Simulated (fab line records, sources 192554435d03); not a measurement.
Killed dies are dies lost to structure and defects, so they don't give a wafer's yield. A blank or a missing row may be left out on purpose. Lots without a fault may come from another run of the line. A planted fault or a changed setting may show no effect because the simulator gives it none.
fab line records | flow n5_finfet
record lots=5 wafers=15 last_day=17
route steps=1938 shown BEOL_M11@1584 BEOL_M12@1602
lots that met no fault: from a run of the same line without faults
start_h: hours from the record's first day to the start of the lot's first wafer shown | wait_h: hours since the lot's step before | " the same as in the row above | L1.1+2: a row that stands for several wafers | - no value, or no start given | * or withheld: withheld | < > ~ a bound
route shown NAME@n: a module of which the file shows steps, and the number in the route of the first | usual: mean/standard deviation of fault-free wafers | same: alike in all rows | chamber/n: place in a boat | sites: the reading at each site | _std_site: their standard deviation | _edge_site: outer sites' mean less inner sites' | radius_mm: how far each site lies from the wafer's centre | mask NAME#n: copy n | behind: the tool/chamber that last shaped the wafer | hold: why the lot was held/for how many hours/how that ended | device: the transistor (n, p or np) that didn't switch | end of line: the same wafers' tests at the end of the route | a step without rows: its recipe alone | killed: dies lost to structure and defects at the first sort, not the wafer's yield | map: a wafer's dies, x killed, . not, _ none there
set.NAME: the setting as run; set.NAME@STEP: as run at that earlier step | model.NAME: the simulator's own value behind a step, which no gauge read
lots at some steps of the route; a table a step, a row a wafer
services: from which hour (start_h, from the record's first day; less than 0 if before it) a tool's chamber was out of use, for how many hours, and why
## steps
# step N5_BEOL_M11_PRECLEAN_42
# recipe chemistry=residue_remover time_s=60 temp_c=40
# usual bath_guard_temp_C=39.9/0.67 temp_c=40.00/0.12
# columns lot.wafer tool chamber start_h wait_h bath_guard_temp_C temp_c
L074.1 wet_bench-04 2 222.73 0.0 39.9 39.92
L074.2 " 5 " " 39.4 39.97
L074.3 " 3 " " 39.5 40.08
L078.1 wet_bench-01 3 266.93 0.0 39.0 39.96
L078.2 " 1 " " 39.8 39.70
L078.6 " 2 " " 39.5 40.16
L080.2 wet_bench-03 6 275.06 0.0 40.6 39.99
L080.5 " 3 " " 40.8 40.05
L080.6 " 1 " " 39.2 39.99
L086.1 wet_bench-04 6 321.58 0.0 39.9 39.95
L086.2 " 2 " " 39.7 39.85
L086.3 " 5 " " 39.5 40.12
L096.2 wet_bench-01 4 349.86 0.0 40.9 39.96
L096.4 " 7 " " 39.3 40.12
L096.6 " 6 " " 39.6 39.92
# step N5_BEOL_M11_SRD_43
# recipe time_s=30 temp_c=23 rinse_liquid=diw dry=ipa_marangoni
# usual temp_c=23.00/0.11
# columns lot.wafer tool chamber start_h wait_h temp_c
L074.1 wet_bench-04 2 222.75 0.0 23.18
L074.2 " 5 " " 22.79
L074.3 " 3 " " 23.24
L078.1 wet_bench-01 3 266.95 0.0 22.93
L078.2 " 1 " " 23.01
L078.6 " 2 " " 22.92
L080.2 wet_bench-03 6 275.07 0.0 22.87
L080.5 " 3 " " 22.99
L080.6 " 1 " " 22.94
L086.1 wet_bench-04 6 321.60 0.0 23.13
L086.2 " 2 " " 23.00
L086.3 " 5 " " 23.08
L096.2 wet_bench-01 4 349.88 0.0 23.12
L096.4 " 7 " " 23.02
L096.6 " 6 " " 23.02
# step N5_BEOL_M11_CD_MEAS_35
# recipe target_cd_nm=70 polarity=opening
# usual cd_nm=70.2/0.6
# columns lot.wafer tool chamber start_h wait_h cd_nm
L074.1 cd_sem-01 - 222.79 0.0 69.3
L074.2 " - " " 69.2
L074.3 " - " " 69.6
L078.1 cd_sem-01 - 266.99 0.0 69.5
L078.2 " - " " 70.1
L078.6 " - " " 70.6
L080.2 cd_sem-01 - 275.11 0.0 70.3
L080.5 " - " " 69.6
L080.6 " - " " 70.6
L086.1 cd_sem-01 - 321.65 0.0 69.6
L086.2 " - " " 69.7
L086.3 " - " " 69.4
L096.2 cd_sem-01 - 349.92 0.0 70.0
L096.4 " - " " 70.2
L096.6 " - " " 70.4
# step N5_BEOL_M11_CURE_72
# recipe temp_c=370 time_s=120 ambient=DMADMS/He material=SiCOH_lowk
# usual lamp_power_pct=52.32/0.058 wafer_temp_C_max=371.6/0.57
# columns lot.wafer tool chamber start_h wait_h lamp_power_pct wafer_temp_C_max
L074.1 uv_cure-03 0 222.83 0.0 52.29 371.2
L074.2 " 0 " " 52.28 371.4
L074.3 " 0 " " 52.31 371.7
L078.1 uv_cure-01 0 267.03 0.0 52.26 371.1
L078.2 " 0 " " 52.36 371.2
L078.6 " 0 " " 52.25 371.1
L080.2 uv_cure-01 1 275.21 0.1 52.27 373.5
L080.5 " 1 " " 52.38 372.7
L080.6 " 1 " " 52.32 372.0
L086.1 uv_cure-02 1 321.80 0.2 52.34 371.0
L086.2 " 1 " " 52.35 371.2
L086.3 " 1 " " 52.33 370.9
L096.2 uv_cure-01 1 350.01 0.1 52.28 372.2
L096.4 " 1 " " 52.22 372.1
L096.6 " 1 " " 52.36 372.1
# step N5_BEOL_M11_DEGAS_44
# recipe ambient=vacuum temp_c=250 time_s=60
# usual heater_power_w=325/34
# columns lot.wafer tool chamber start_h wait_h heater_power_w
L074.1 pvd_sputter-03 - 223.71 0.8 260
L074.2 " - " " 353
L074.3 " - " " 302
L078.1 pvd_sputter-03 - 268.56 1.5 304
L078.2 " - " " 271
L078.6 " - " " 303
L080.2 pvd_sputter-01 - 276.20 0.9 387
L080.5 " - " " 380
L080.6 " - " " 320
L086.1 pvd_sputter-01 - 322.84 1.0 306
L086.2 " - " " 307
L086.3 " - " " 319
L096.2 pvd_sputter-01 - 350.43 0.4 307
L096.4 " - " " 314
L096.6 " - " " 384
# step N5_BEOL_M11_PRE_CLEAN_45
# recipe gas=H2/He time_s=30 temp_c=250
# usual heater_power_w=325/34
# columns lot.wafer tool chamber start_h wait_h heater_power_w
L074.1 pvd_sputter-03 - 223.75 0.0 261
L074.2 " - " " 348
L074.3 " - " " 305
L078.1 pvd_sputter-03 - 268.60 0.0 305
L078.2 " - " " 265
L078.6 " - " " 294
L080.2 pvd_sputter-01 - 276.24 0.0 386
L080.5 " - " " 390
L080.6 " - " " 323
L086.1 pvd_sputter-01 - 322.88 0.0 304
L086.2 " - " " 309
L086.3 " - " " 314
L096.2 pvd_sputter-01 - 350.47 0.0 308
L096.4 " - " " 328
L096.6 " - " " 389
# step N5_BEOL_M11_ALD_74
# recipe material=TaN target_thk_a=20 temp_c=275 ald_precursor_family=PDMAT ald_co_reactant=NH3 pressure_torr=3 carrier_flow_sccm=1500 pulse_time_s=2 purge_time_s=3 co_reactant_purge_time_s=2 co_reactant_pulse_time_s=3 ald_cycles=40 precursor_vessel_temp_c=75 precursor_vessel_pressure_torr=26.25 precursor_vessel_carrier_sccm=1000
# usual heater_power_w=430/32 precursor_vessel_pressure_torr=26.25/0.05
# columns lot.wafer tool chamber start_h wait_h heater_power_w precursor_vessel_pressure_torr
L074.1 ald_metal-01 1 224.04 0.3 405 26.33
L074.2 " 2 " " 435 26.20
L074.3 " 0 " " 418 26.35
L078.1 ald_metal-04 2 268.66 0.0 406 26.12
L078.2 " 1 " " 508 26.40
L078.6 " 1 " " 497 26.28
L080.2 ald_metal-02 3 276.30 0.0 463 26.28
L080.5 " 3 " " 458 26.28
L080.6 " 2 " " 478 26.16
L086.1 ald_metal-01 2 322.96 0.1 449 26.26
L086.2 " 1 " " 409 26.33
L086.3 " 3 " " 397 26.30
L096.2 ald_metal-02 3 350.53 0.0 474 26.30
L096.4 " 2 " " 476 26.24
L096.6 " 1 " " 427 26.28
# step N5_BEOL_M11_SURFACE_TREAT_76
# recipe gas=Ar time_s=* ion_energy_ev=* ion_current_ma_cm2=0.5 pressure_mtorr=* ar_flow_sccm=30
# usual throttle_valve_pct=*
# columns lot.wafer tool chamber start_h wait_h throttle_valve_pct
L074.1 pvd_sputter-03 - 226.17 2.0 *
L074.2 " - " " *
L074.3 " - " " *
L078.1 pvd_sputter-01 - 269.01 0.2 *
L078.2 " - " " *
L078.6 " - " " *
L080.2 pvd_sputter-02 - 276.90 0.5 *
L080.5 " - " " *
L080.6 " - " " *
L086.1 pvd_sputter-01 - 323.46 0.4 *
L086.2 " - " " *
L086.3 " - " " *
L096.2 pvd_sputter-01 - 351.09 0.4 *
L096.4 " - " " *
L096.6 " - " " *
# step N5_BEOL_M11_CVD_75
# recipe material=Co target_thk_a=20 temp_c=withheld precursor=CCTBA/H2 pressure_torr=30 time_s=138.9
# columns lot.wafer tool chamber start_h wait_h
L074.1+2+3 cvd_co-01 2,0,1 226.46 0.3
L078.1+2+6 cvd_co-01 0,1,1 269.17 0.1
L080.2+5+6 cvd_co-02 1,2,1 277.19 0.3
L086.1+2+3 cvd_co-02 0,2,1 323.53 0.0
L096.2+4+6 cvd_co-02 0,0,1 351.15 0.0
# step N5_BEOL_M11_SPUTTER_48
# recipe material=Cu target_thk_a=120 temp_c=-20 bias_v=60 power_w=26000 chamber_pressure_pa=0.13 time_s=2
# usual throttle_valve_pct=29.5/1
# columns lot.wafer tool chamber start_h wait_h throttle_valve_pct
L074.1 pvd_sputter-01 - 226.79 0.3 30.0
L074.2 " - " " 27.9
L074.3 " - " " 31.6
L078.1 pvd_sputter-01 - 269.41 0.2 31.7
L078.2 " - " " 29.9
L078.6 " - " " 28.5
L080.2 pvd_sputter-02 - 277.44 0.2 29.6
L080.5 " - " " 28.8
L080.6 " - " " 29.9
L086.1 pvd_sputter-01 - 323.66 0.1 27.9
L086.2 " - " " 31.7
L086.3 " - " " 29.9
L096.2 pvd_sputter-03 - 351.26 0.1 29.4
L096.4 " - " " 29.4
L096.6 " - " " 28.9
# step N5_BEOL_M11_ECD_50
# recipe material=Cu target_thk_a=3180
# columns lot.wafer tool chamber start_h wait_h
L074.1+2+3 ecd_cu-02 0,1,0 226.91 0.1
L078.1+2+6 ecd_cu-01 0,1,0 269.53 0.1
L080.2+5+6 ecd_cu-01 1,0,1 277.56 0.1
L086.1+2+3 ecd_cu-01 1,0,0 323.78 0.1
L096.2+4+6 ecd_cu-02 0,1,1 351.39 0.1
# step N5_BEOL_M11_ANNEAL_51
# recipe temp_c=225 time_s=90 ambient=N2
# usual wafer_temp_C_max=225.84/0.21
# columns lot.wafer tool chamber start_h wait_h wafer_temp_C_max
L074.1 rtp_anneal-01 0 227.09 0.1 226.25
L074.2 " 0 " " 225.63
L074.3 " 0 " " 226.20
L078.1 rtp_anneal-01 0 269.64 0.1 225.69
L078.2 " 0 " " 225.44
L078.6 " 0 " " 225.59
L080.2 rtp_anneal-01 0 278.17 0.6 226.32
L080.5 " 0 " " 226.00
L080.6 " 0 " " 225.99
L086.1 rtp_anneal-01 0 323.89 0.1 225.70
L086.2 " 0 " " 226.26
L086.3 " 0 " " 226.00
L096.2 rtp_anneal-02 0 352.04 0.6 225.83
L096.4 " 0 " " 225.68
L096.6 " 0 " " 226.02
# step N5_BEOL_M11_CMP_52
# recipe stop_on=SiCOH_lowk t_overpolish_s=7 down_force_psi=1 platen_rpm=50 clearing_platen_down_force_psi=1.5 clearing_platen_rpm=50 post_cmp_clean=cu_alkaline target_thk_nm=140 clearing_platen_pad_velocity_m_s=0.99484 pad_velocity_m_s=0.99484
# usual barrier_field_endpoint_s=28.9/0.69 motor_current_A=6.1/0.66 overpolish_run_s=7.000/0.0086 platen_rpm=50.00/0.035 time_to_endpoint_s=66/3.3
# columns lot.wafer tool chamber start_h wait_h barrier_field_endpoint_s motor_current_A overpolish_run_s platen_rpm time_to_endpoint_s
L074.2 cmp-01 2 227.39 0.2 28.3 5.6 7.004 50.01 63
L074.3 " 0 " " 28.6 5.4 6.986 49.94 61
L074.1 " 1 " " 27.9 5.2 6.998 49.96 64
L078.2 cmp-03 0 269.97 0.2 29.0 6.9 7.006 49.97 65
L078.1 " 2 " " 27.5 7.0 6.996 50.00 59
L078.6 " 0 " " 29.0 6.7 7.011 49.96 65
L080.2 cmp-01 1 278.51 0.3 29.4 5.1 6.988 49.99 65
L080.5 " 3 " " 29.3 6.2 6.992 50.01 63
L080.6 " 0 " " 30.0 5.1 6.988 50.04 65
L086.2 cmp-04 3 324.24 0.3 29.0 6.2 7.014 50.01 69
L086.1 " 0 " " 29.6 6.2 7.009 50.06 66
L086.3 " 1 " " 29.8 6.6 7.002 49.94 70
L096.2 cmp-04 2 352.31 0.2 29.3 6.1 7.005 50.00 65
L096.4 " 1 " " 29.9 6.7 7.007 49.99 69
L096.6 " 2 " " 28.8 6.1 7.003 49.99 68
# step N5_BEOL_M11_THK_MEAS_53
# recipe thk_meas_gauge=xrf reads=Cu_of_BEOL_M11_ECD_50
# usual M11_THK=139.9/2.8
# columns lot.wafer tool chamber start_h wait_h M11_THK[nm]
L074.1 film_metro-02 - 227.68 - 141.2
L074.2 " - " " 133.0
L074.3 " - " " 134.1
L078.1 film_metro-02 - 270.23 - 135.7
L078.2 " - " " 139.3
L078.6 " - " " 139.6
L080.2 film_metro-02 - 278.73 - 141.7
L080.5 " - " " 138.9
L080.6 " - " " 139.5
L086.1 film_metro-01 - 324.50 - 141.4
L086.2 " - " " 141.7
L086.3 " - " " 138.8
L096.2 film_metro-01 - 352.60 - 139.9
L096.4 " - " " 136.7
L096.6 " - " " 137.1
# step N5_BEOL_M11_PRE_CLEAN_55
# recipe gas=NH3 time_s=15 temp_c=withheld rf_power_w=300
# usual rf_fwd_power_W=295.8/1.7
# columns lot.wafer tool chamber start_h wait_h rf_fwd_power_W
L074.1 pecvd-01 2 227.72 0.0 293.9
L074.2 " 0 " " 292.4
L074.3 " 1 " " 296.0
L078.1 pecvd-04 2 270.26 0.0 301.1
L078.2 " 1 " " 297.0
L078.6 " 1 " " 295.3
L080.2 pecvd-04 2 278.77 0.0 297.0
L080.5 " 2 " " 298.6
L080.6 " 1 " " 297.0
L086.1 pecvd-04 1 324.53 0.0 297.3
L086.2 " 0 " " 297.1
L086.3 " 2 " " 296.5
L096.2 pecvd-01 0 352.64 0.0 294.1
L096.4 " 2 " " 292.5
L096.6 " 1 " " 294.3
# step N5_BEOL_M11_DEP_56
# recipe material=SiCN target_thk_a=300 temp_c=withheld precursor=3MS/NH3 pressure_torr=3 rf_w=675 time_s=10.5
# usual rf_fwd_power_W=667/3.2 showerhead_plenum_p_Torr=4.174/0.024 throttle_valve_pct=17.9/0.77
# columns lot.wafer tool chamber start_h wait_h rf_fwd_power_W showerhead_plenum_p_Torr throttle_valve_pct
L074.1 pecvd-01 2 227.74 0.0 664 4.163 19.7
L074.2 " 0 " " 663 4.206 18.0
L074.3 " 1 " " 666 4.206 17.9
L078.1 pecvd-04 2 270.30 0.0 666 4.189 18.0
L078.2 " 1 " " 673 4.143 17.9
L078.6 " 1 " " 668 4.150 17.9
L080.2 pecvd-04 2 278.80 0.0 670 4.198 18.1
L080.5 " 2 " " 668 4.184 17.8
L080.6 " 1 " " 669 4.142 17.6
L086.1 pecvd-04 1 324.56 0.0 668 4.160 18.0
L086.2 " 0 " " 672 4.171 16.7
L086.3 " 2 " " 668 4.183 18.0
L096.2 pecvd-01 0 352.66 0.0 664 4.214 18.1
L096.4 " 2 " " 663 4.164 20.0
L096.6 " 1 " " 667 4.214 17.9
# step N5_BEOL_M11_RS_MEAS_57
# recipe thk_meas_gauge=four-point-probe reads=Cu_of_BEOL_M11_ECD_50+Co_of_BEOL_M11_CVD_75+TaN_of_BEOL_M11_ALD_74
# usual M11_RS=0.151/0.0031
# columns lot.wafer tool chamber start_h wait_h M11_RS[ohm/sq]
L074.1 film_metro-02 - 227.81 0.1 0.150
L074.2 " - " " 0.160
L074.3 " - " " 0.158
L078.1 film_metro-01 - 270.38 0.1 0.155
L078.2 " - " " 0.152
L078.6 " - " " 0.150
L080.2 film_metro-02 - 278.88 0.1 0.148
L080.5 " - " " 0.152
L080.6 " - " " 0.151
L086.1 film_metro-01 - 324.62 0.0 0.149
L086.2 " - " " 0.149
L086.3 " - " " 0.152
L096.2 film_metro-01 - 352.73 0.0 0.150
L096.4 " - " " 0.155
L096.6 " - " " 0.155
# step N5_BEOL_M11_INSPECT_58
# recipe inspect_instrument=darkfield mode=post_dep
# usual raw_defect_count=72/29
# columns lot.wafer tool chamber start_h wait_h raw_defect_count
L074.1 defect_inspect-01 - 227.84 0.0 94
L074.2 " - " " 98
L074.3 " - " " 71
L078.1 defect_inspect-02 - 270.41 0.0 66
L078.2 " - " " 63
L078.6 " - " " 69
L080.2 defect_inspect-02 - 278.91 0.0 67
L080.5 " - " " 54
L080.6 " - " " 27
L086.1 defect_inspect-01 - 324.65 0.0 92
L086.2 " - " " 94
L086.3 " - " " 80
L096.2 defect_inspect-02 - 352.75 0.0 39
L096.4 " - " " 48
L096.6 " - " " 54
# step N5_BEOL_M12_ILD_DEP_00
# recipe material=SiOC target_thk_a=6589.2 temp_c=350 precursor=DEMS/O2 pressure_torr=5 rf_w=500 time_s=130.7
# usual heater_power_w=524/87 rf_fwd_power_W=497.4/1.7 showerhead_plenum_p_Torr=5.703/0.02 throttle_valve_pct=12.0/0.65
# columns lot.wafer tool chamber start_h wait_h heater_power_w rf_fwd_power_W showerhead_plenum_p_Torr throttle_valve_pct
L074.1 pecvd-01 0 227.87 0.0 451 497.7 5.741 11.9
L074.2 " 2 " " 735 498.7 5.713 12.7
L074.3 " 1 " " 593 496.6 5.719 11.7
L078.1 pecvd-02 2 270.44 0.0 599 495.4 5.703 10.6
L078.2 " 0 " " 511 497.2 5.723 11.7
L078.6 " 0 " " 519 499.0 5.714 11.6
L080.2 pecvd-01 0 278.94 0.0 485 497.0 5.719 11.8
L080.5 " 1 " " 565 497.4 5.732 11.5
L080.6 " 0 " " 496 497.2 5.723 12.1
L086.1 pecvd-03 2 324.69 0.0 438 495.6 5.676 11.7
L086.2 " 0 " " 489 495.3 5.711 11.8
L086.3 " 1 " " 540 494.5 5.683 12.0
L096.2 pecvd-03 2 352.79 0.0 381 494.5 5.703 11.4
L096.4 " 1 " " 426 499.2 5.688 11.8
L096.6 " 2 " " 414 497.6 5.681 11.7
# step N5_BEOL_M12_THK_MEAS_01
# recipe reads=SiOC_of_BEOL_M12_ILD_DEP_00
# usual M12_ILD_THK=658/7.7
# columns lot.wafer tool chamber start_h wait_h M12_ILD_THK[nm]
L074.1 film_metro-02 - 228.01 0.1 660
L074.2 " - " " 659
L074.3 " - " " 650
L078.1 film_metro-02 - 270.57 0.1 659
L078.2 " - " " 644
L078.6 " - " " 658
L080.2 film_metro-01 - 279.08 0.1 655
L080.5 " - " " 646
L080.6 " - " " 662
L086.1 film_metro-02 - 324.82 0.1 659
L086.2 " - " " 654
L086.3 " - " " 650
L096.2 film_metro-02 - 352.92 0.1 663
L096.4 " - " " 660
L096.6 " - " " 665
# step N5_BEOL_M12_COAT_58
# recipe resist=BARC temp_c=205 time_s=60 spin_rpm=1500 resist_thk_nm=89
# usual exhaust_pa=45.2/0.94
# columns lot.wafer tool chamber start_h wait_h exhaust_pa
L074.1 litho_track-02 0 228.04 0.0 45.4
L074.2 " 0 " " 46.6
L074.3 " 0 " " 44.5
L078.1 litho_track-01 0 270.61 0.0 45.9
L078.2 " 0 " " 45.4
L078.6 " 0 " " 45.4
L080.2 litho_track-02 0 279.11 0.0 44.1
L080.5 " 0 " " 46.0
L080.6 " 0 " " 45.0
L086.1 litho_track-05 0 324.85 0.0 44.6
L086.2 " 0 " " 43.4
L086.3 " 0 " " 45.3
L096.2 litho_track-02 0 352.95 0.0 45.1
L096.4 " 0 " " 45.3
L096.6 " 0 " " 45.3
# step N5_BEOL_M12_COAT_04
# recipe spin_rpm=1625 resist_thk_nm=400
# usual exhaust_pa=44.8/0.89
# columns lot.wafer tool chamber start_h wait_h exhaust_pa
L074.1 litho_track-02 0 - - 43.6
L074.2 " 0 " " 44.6
L074.3 " 0 " " 44.1
L078.1 litho_track-01 0 - - 44.8
L078.2 " 0 " " 46.1
L078.6 " 0 " " 44.2
L080.2 litho_track-02 0 - - 44.7
L080.5 " 0 " " 44.8
L080.6 " 0 " " 45.4
L086.1 litho_track-05 0 - - 44.8
L086.2 " 0 " " 44.5
L086.3 " 0 " " 45.3
L096.2 litho_track-02 0 - - 46.1
L096.4 " 0 " " 44.1
L096.6 " 0 " " 44.4
# step N5_BEOL_M12_EBR_06
# recipe solvent=PGMEA ebr_width_mm=1.5
# usual exhaust_pa=44.9/0.95
# columns lot.wafer tool chamber start_h wait_h exhaust_pa
L074.1 litho_track-02 0 - - 45.3
L074.2 " 0 " " 46.6
L074.3 " 0 " " 46.1
L078.1 litho_track-01 0 - - 45.9
L078.2 " 0 " " 46.9
L078.6 " 0 " " 45.8
L080.2 litho_track-02 0 - - 46.6
L080.5 " 0 " " 44.9
L080.6 " 0 " " 45.9
L086.1 litho_track-05 0 - - 43.8
L086.2 " 0 " " 44.6
L086.3 " 0 " " 44.4
L096.2 litho_track-02 0 - - 44.8
L096.4 " 0 " " 44.6
L096.6 " 0 " " 44.4
# step N5_BEOL_M12_SOFTBAKE_05
# recipe temp_c=130 time_s=60
# usual exhaust_pa=44.9/0.74
# columns lot.wafer tool chamber start_h wait_h exhaust_pa
L074.1 litho_track-02 0 - - 44.6
L074.2 " 0 " " 43.7
L074.3 " 0 " " 44.7
L078.1 litho_track-01 0 - - 43.5
L078.2 " 0 " " 46.2
L078.6 " 0 " " 44.9
L080.2 litho_track-02 0 - - 45.5
L080.5 " 0 " " 44.6
L080.6 " 0 " " 45.1
L086.1 litho_track-05 0 - - 45.2
L086.2 " 0 " " 45.4
L086.3 " 0 " " 45.3
L096.2 litho_track-02 0 - - 44.8
L096.4 " 0 " " 44.4
L096.6 " 0 " " 44.4
# step N5_BEOL_M12_EXPOSE_07
# recipe mask_id=V11 na=0.93 source_shape=conventional sigma_outer=0.6 polarization=unpolarized attpsm_phase_deg=180 dose_mj=32.5
# same na=0.93
# columns lot.wafer tool chamber start_h wait_h mask
L074.1+2+3 krf_scanner-02 0 228.14 - V11#0
L078.1+2+6 krf_scanner-01 0 270.83 - V11#0
L080.2+5+6 krf_scanner-01 0 279.34 - V11#0
L086.1+2+3 krf_scanner-02 0 325.07 - V11#0
L096.2+4+6 krf_scanner-02 0 353.18 - V11#0
# step N5_BEOL_M12_PEB_08
# recipe peb_temp_c=130 peb_time_s=90
# usual exhaust_pa=45.1/1
# columns lot.wafer tool chamber start_h wait_h exhaust_pa
L074.1 litho_track-02 0 228.19 0.1 45.5
L074.2 " 0 " " 44.8
L074.3 " 0 " " 44.9
L078.1 litho_track-05 0 270.89 0.1 46.0
L078.2 " 0 " " 44.5
L078.6 " 0 " " 43.7
L080.2 litho_track-02 0 279.39 0.0 43.8
L080.5 " 0 " " 42.8
L080.6 " 0 " " 42.6
L086.1 litho_track-05 0 325.13 0.1 44.2
L086.2 " 0 " " 45.2
L086.3 " 0 " " 45.3
L096.2 litho_track-02 0 353.23 0.0 46.6
L096.4 " 0 " " 46.5
L096.6 " 0 " " 46.4
# step N5_BEOL_M12_DEVELOP_09
# recipe develop_time_s=45 rinse_liquid=diw dry=air_spin dev_temp_c=21
# usual exhaust_pa=44.9/0.85
# same develop_time_s=45
# columns lot.wafer tool chamber start_h wait_h exhaust_pa
L074.1 litho_track-02 0 - - 45.1
L074.2 " 0 " " 46.3
L074.3 " 0 " " 45.0
L078.1 litho_track-05 0 - - 44.6
L078.2 " 0 " " 44.3
L078.6 " 0 " " 45.3
L080.2 litho_track-02 0 - - 46.4
L080.5 " 0 " " 45.0
L080.6 " 0 " " 46.4
L086.1 litho_track-05 0 - - 44.4
L086.2 " 0 " " 43.5
L086.3 " 0 " " 44.3
L096.2 litho_track-02 0 - - 45.0
L096.4 " 0 " " 44.0
L096.6 " 0 " " 46.0
# step N5_BEOL_M12_HARDBAKE_14
# recipe temp_c=130 time_s=120
# usual exhaust_pa=45.2/1.1
# columns lot.wafer tool chamber start_h wait_h exhaust_pa
L074.1 litho_track-02 0 - - 43.4
L074.2 " 0 " " 43.0
L074.3 " 0 " " 42.8
L078.1 litho_track-05 0 - - 45.1
L078.2 " 0 " " 44.6
L078.6 " 0 " " 45.9
L080.2 litho_track-02 0 - - 45.5
L080.5 " 0 " " 46.8
L080.6 " 0 " " 46.2
L086.1 litho_track-05 0 - - 44.2
L086.2 " 0 " " 44.6
L086.3 " 0 " " 44.4
L096.2 litho_track-02 0 - - 44.0
L096.4 " 0 " " 47.1
L096.6 " 0 " " 45.8
# step N5_BEOL_M12_CD_MEAS_10
# recipe target_cd_nm=140 landing_energy_ev=500 detector=se_inlens polarity=opening
# usual cd_nm=139.4/1.8
# columns lot.wafer tool chamber start_h wait_h cd_nm
L074.1 cd_sem-01 0 228.31 - 139.9
L074.2 " 0 " " 143.3
L074.3 " 0 " " 140.9
L078.1 cd_sem-02 0 271.00 - 139.1
L078.2 " 0 " " 139.0
L078.6 " 0 " " 138.5
L080.2 cd_sem-01 0 279.50 - 142.7
L080.5 " 0 " " 140.6
L080.6 " 0 " " 142.2
L086.1 cd_sem-03 0 325.24 - 138.8
L086.2 " 0 " " 140.5
L086.3 " 0 " " 137.9
L096.2 cd_sem-02 0 353.35 - 140.7
L096.4 " 0 " " 139.6
L096.6 " 0 " " 141.5
# step N5_BEOL_M12_OVL_MEAS_11
# recipe points_per_wafer=44
# usual V11_OVL=1/4.5
# columns lot.wafer tool chamber start_h wait_h V11_OVL[nm]
L074.1 overlay-01 0 228.34 0.0 1
L074.2 " 0 " " 2
L074.3 " 0 " " 6
L078.1 overlay-01 0 271.03 0.0 3
L078.2 " 0 " " 3
L078.6 " 0 " " 1
L080.2 overlay-01 0 279.53 0.0 3
L080.5 " 0 " " 5
L080.6 " 0 " " -1
L086.1 overlay-01 0 325.27 0.0 3
L086.2 " 0 " " 6
L086.3 " 0 " " 2
L096.2 overlay-01 0 353.38 0.0 -7
L096.4 " 0 " " 1
L096.6 " 0 " " -2
# step N5_BEOL_M12_INSPECT_12
# recipe mode=adi inspect_instrument=macro
# usual raw_defect_count=2/1.4
# columns lot.wafer tool chamber start_h wait_h raw_defect_count
L074.1 defect_inspect-01 - 228.36 0.0 2
L074.2 " - " " 2
L074.3 " - " " 6
L078.1 defect_inspect-01 - 271.06 0.0 2
L078.2 " - " " 4
L078.6 " - " " 1
L080.2 defect_inspect-02 - 279.56 0.0 2
L080.5 " - " " 1
L080.6 " - " " 3
L086.1 defect_inspect-01 - 325.30 0.0 0
L086.2 " - " " 1
L086.3 " - " " 0
L096.2 defect_inspect-02 - 353.40 0.0 1
L096.4 " - " " 2
L096.6 " - " " 2
# step N5_BEOL_M12_DESCUM_15
# recipe chemistry=O2 time_s=7.9 source_power_w=50 bias_power_w=20 pressure_mtorr=20 rf_frequency_hz=2.712e+07 temp_c=40 o2_flow_sccm=225
# usual drypump_motor_current_A=5.4/0.31 oes_product_au=0.79/0.1 rf_fwd_power_W=49.38/0.23 rf_vpp_V=243.7/1.1 showerhead_plenum_p_Torr=2.13/0.057 temp_c=39.98/0.11 throttle_valve_pct=20.46/0.19
# columns lot.wafer tool chamber start_h wait_h drypump_motor_current_A oes_product_au rf_fwd_power_W rf_hours_counter_h rf_vpp_V showerhead_plenum_p_Torr temp_c throttle_valve_pct
L074.1 rie_diel-02 3 228.40 0.0 5.9 0.74 49.70 156 243.4 2.09 40.11 20.60
L074.2 " 2 " " 5.4 0.69 49.65 236 244.4 2.17 40.21 20.70
L074.3 " 0 " " 5.2 0.87 49.45 49 244.4 2.22 39.87 20.42
L078.1 rie_diel-06 2 271.13 0.1 5.0 0.71 49.61 204 243.6 2.16 39.98 20.21
L078.2 " 1 " " 5.6 0.70 49.18 233 243.4 2.17 39.86 20.49
L078.6 " 2 " " 4.9 0.71 49.55 - 244.4 2.16 40.04 20.23
L080.2 rie_diel-06 0 279.59 0.0 5.2 0.74 48.87 168 244.2 2.17 39.95 20.64
L080.5 " 1 " " 5.6 0.70 49.16 - 245.0 2.17 40.09 20.48
L080.6 " 0 " " 5.2 0.74 49.15 - 245.0 2.17 40.04 20.65
L086.1 rie_diel-02 2 325.43 0.1 5.4 0.96 49.55 19 244.3 2.16 40.07 20.36
L086.2 " 3 " " 5.9 0.71 49.41 193 242.2 2.08 40.21 20.64
L086.3 " 1 " " 5.7 0.66 49.14 250 242.6 2.16 40.19 20.76
L096.2 rie_diel-06 0 353.54 0.1 5.2 0.71 49.05 195 244.3 2.16 40.08 20.69
L096.4 " 2 " " 5.0 0.68 49.59 234 244.6 2.15 39.99 20.26
L096.6 " 1 " " 5.6 0.93 49.37 - 243.7 2.16 40.07 20.11
## services
# columns tool chamber start_h hours kind
rie_diel-06 2 200.16 11.6 repair
cmp-01 - 211.13 4.0 repair
krf_scanner-02 - 211.78 0.8 pm
cmp-04 - 216.75 7.7 pm
krf_scanner-02 - 228.86 1.0 pm
cmp-04 - 229.91 4.0 pm
rie_diel-06 1 236.41 28.9 repair
pecvd-04 0 238.16 8.0 repair
cvd_co-02 - 244.38 6.9 pm
ald_metal-02 - 260.50 2.8 pm
krf_scanner-02 - 268.57 0.2 repair
rie_diel-06 - 275.56 1.1 repair
cvd_co-02 0 276.16 15.7 repair
ecd_cu-01 - 278.08 1.7 repair
cvd_co-02 - 281.38 2.8 pm
pecvd-01 1 282.80 15.4 repair
krf_scanner-02 - 290.67 1.4 repair
rie_diel-06 2 292.86 4.8 repair
pecvd-01 2 293.00 3.6 repair
krf_scanner-02 - 293.50 1.3 pm
wet_bench-04 - 293.71 1.9 pm
cvd_co-02 1 298.47 8.3 repair
pvd_sputter-01 - 302.73 1.0 repair
cvd_co-02 - 309.53 1.8 repair
## key
fault none
